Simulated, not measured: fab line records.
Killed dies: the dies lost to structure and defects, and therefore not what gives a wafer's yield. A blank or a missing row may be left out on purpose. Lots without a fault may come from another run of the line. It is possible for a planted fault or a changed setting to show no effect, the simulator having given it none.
What tool caused it? ; flow nand-harc ; 11 lots with 33 wafers sampled at 5 steps, on a route of 1302 steps

WHAT THE GAUGES READ, wafer by wafer
NHARC_A_ONON_D2_THK_MEAS_14: measures by ellipsometry.
lot;measured;on;thk-nm (nm)
L809;day 12 22:15;film-metro-02;993 993 992
L810;day 13 09:49;film-metro-01;1000 1000 1001
L811;day 13 09:49;film-metro-02;1006 1005 1002
L812;day 13 21:57;film-metro-02;1007 1008 1008
L816;day 15 22:24;film-metro-01;1003 1003 1003
L817;day 16 04:08;film-metro-02;987 985 985
L819;day 16 11:29;film-metro-02;1003 1005 1004
L822;day 17 14:32;film-metro-01;994 994 993
L826;day 19 13:12;film-metro-01;1063 1062 1062
L827;day 19 21:53;film-metro-02;1053 1052 1052
L831;day 21 16:43;film-metro-01;1001 1000 1001

TOOL THAT RAN EACH LOT (tool first, then ch and the chambers of the sampled wafers, then the start)
lot;NHARC_A_CHANNEL_HOLE_D1_STRIP_27;NHARC_A_CHANNEL_FILL_D1_STRIP_29;NHARC_A_DECK1_JOINT_ETCHBACK_00;NHARC_A_ONON_D2_DEP_12
L809;rie-diel-10 ch 0,2,3, day 11 20:46 or earlier;rie-diel-12 ch 1,2,3, day 11 20:46 or earlier;rie-si-05 ch 0,1,2, day 11 20:46;pecvd-onon-01 ch 0, day 12 21:44
L810;rie-diel-10 ch 0,1,3, day 12 02:19 or earlier;rie-diel-12 ch 0,3, day 12 02:19 or earlier;rie-si-03 ch 0,3, day 12 02:19;pecvd-onon-01 ch 0, day 13 09:25
L811;rie-diel-10 ch 0,1, day 12 02:21 or earlier;rie-diel-09 ch 0,1, day 12 02:21 or earlier;rie-si-04 ch 0,1,2, day 12 02:21;pecvd-onon-03 ch 0, day 13 09:28
L812;rie-diel-10 ch 1,2,3, day 12 17:34 or earlier;rie-diel-09 ch 0,1,3, day 12 17:34 or earlier;rie-si-05 ch 0,1,2, day 12 17:34;pecvd-onon-02 ch 0, day 13 21:26
L816;rie-diel-03 ch 0,2,3, day 14 22:50 or earlier;rie-diel-04 ch 1,3, day 14 22:50 or earlier;rie-si-03 ch 0,1,3, day 14 22:50;pecvd-onon-03 ch 0, day 15 21:52
L817;rie-diel-10 ch 0,1,2, day 14 12:02 or earlier;rie-diel-12 ch 0,1,3, day 14 12:02;rie-si-05 ch 2,3, day 15 04:52;pecvd-onon-01 ch 0, day 16 03:38
L819;rie-diel-10 ch 1,2,3, day 15 09:14 or earlier;rie-diel-04 ch 0,3, day 15 09:14 or earlier;rie-si-05 ch 0,1,3, day 15 09:14;pecvd-onon-01 ch 0, day 16 11:02
L822;rie-diel-10 ch 0,1,3, day 16 11:52 or earlier;rie-diel-12 ch 0,1,2, day 16 11:52 or earlier;rie-si-05 ch 1,2,3, day 16 11:52;pecvd-onon-02 ch 0, day 17 14:01
L826;rie-diel-03 ch 0,1,2, day 18 08:46 or earlier;rie-diel-09 ch 0,1,3, day 18 08:46 or earlier;rie-si-03 ch 1,2,3, day 18 08:46;pecvd-onon-03 ch 0, day 19 12:41
L827;rie-diel-10 ch 0,3, day 18 16:31 or earlier;rie-diel-12 ch 0,1,3, day 18 16:31 or earlier;rie-si-03 ch 0,3, day 18 16:31;pecvd-onon-03 ch 0, day 19 21:22
L831;rie-diel-10 ch 0,1,3, day 19 20:09 or earlier;rie-diel-04 ch 1,3, day 19 20:09;rie-si-05 ch 0,1,3, day 20 13:01;pecvd-onon-01 ch 0, day 21 16:14
- NHARC_A_CHANNEL_HOLE_D1_STRIP_27: strips in O2.
- NHARC_A_CHANNEL_FILL_D1_STRIP_29: strips in O2, time 20 s.
- NHARC_A_DECK1_JOINT_ETCHBACK_00: etches the open film in HBr, target depth 30 nm, time 17.4 s.
- NHARC_A_ONON_D2_DEP_12: target thk 1000 nm.

THE ANSWER, worked out from the rows above alone
Rule: the lots themselves supply what counts as usual. The widest of any qualifying gaps counts: lots, ordered by their means at a reading, are off when they make up no more than a third of the lots, leave a main group of 4 or more, and stand apart from it by 3 or more times the standard deviation of that group's means. If all means in a main group match to the digits the tables above print for the reading, that group is not used. A lot without any number at a reading at which 4 lots or more have one is off too. Any other lot the step has rows for is counted as sound.
Off: L826, L827 (NHARC_A_ONON_D2_THK_MEAS_14, thk-nm). The main group: mean 999 nm, standard deviation 6.6.
If a tool, at a process step before that reading, ran all the lots that are off and no sound lot after the first of them, it fits. The gauges at NHARC_A_ONON_D2_THK_MEAS_14 are tried like those tools. NHARC_A_CHANNEL_HOLE_D1_STRIP_27 gives no start for some lots, so the hours and the order of its lots are those of NHARC_A_DECK1_JOINT_ETCHBACK_00. NHARC_A_CHANNEL_FILL_D1_STRIP_29 gives no start for some lots, so the hours and the order of its lots are those of NHARC_A_DECK1_JOINT_ETCHBACK_00. This does not decide it: 2 tools fit, namely rie-si-03 at NHARC_A_DECK1_JOINT_ETCHBACK_00 and pecvd-onon-03 at NHARC_A_ONON_D2_DEP_12.

WHAT WAS PUT IN BY THE SIMULATOR
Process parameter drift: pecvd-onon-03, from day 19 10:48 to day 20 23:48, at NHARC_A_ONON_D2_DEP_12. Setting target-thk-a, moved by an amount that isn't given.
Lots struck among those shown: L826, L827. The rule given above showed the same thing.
